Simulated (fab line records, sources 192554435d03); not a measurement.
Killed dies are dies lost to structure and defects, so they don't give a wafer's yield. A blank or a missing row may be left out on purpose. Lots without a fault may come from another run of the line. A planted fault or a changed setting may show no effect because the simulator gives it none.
Chamber matching | flow n5_finfet | N5_BEOL_M5_ETCH_62 on rie_diel-05: 4 sister chambers
The step etches SOC in N2/H2, target depth 75 nm, overetch 15 nm, time 112.5 s. 4 wafers are shown with their chamber, then 8 later ones without.

WAFERS WITH THEIR CHAMBER
wafer  | chamber | drypump_motor_current_A (A)
L088.2 | 3       | 6.2
L089.2 | 1       | 6.3
L089.5 | 2       | 5.3
L091.3 | 0       | 6.1

WAFERS WITHOUT THEIR CHAMBER
wafer  | drypump_motor_current_A (A)
L091.4 | 5.3
L091.6 | 6.3
L092.1 | 6.2
L092.2 | 5.4
L092.5 | 5.3
L097.1 | 5.3
L097.3 | 6.2
L097.5 | 6.3

WHICH CHAMBER EACH WENT THROUGH
wafer  | from the rows above | in truth
L091.4 | 2                   | 2
L091.6 | 1                   | 1
L092.1 | 3                   | 3
L092.2 | 2                   | 2
L092.5 | 2                   | 2
L097.1 | 2                   | 2
L097.3 | 3                   | 3
L097.5 | 1                   | 1
Placed correctly: 8 of 8. Can't be placed from these rows: 0. Placed wrongly: 0.
How it was worked out, from the rows above alone: a wafer's distance from a chamber is the root of the sum, over the readings, of the square of ((its reading less the chamber's mean) divided by the reading's scatter). The wafer belongs to the nearest chamber; if the next one is less than 2 further off, it can't be placed. A chamber's mean is the mean of its shown wafers. The scatter: with one shown wafer a chamber, the root of the mean of the squares of how far each hidden wafer lies from its nearest shown one.
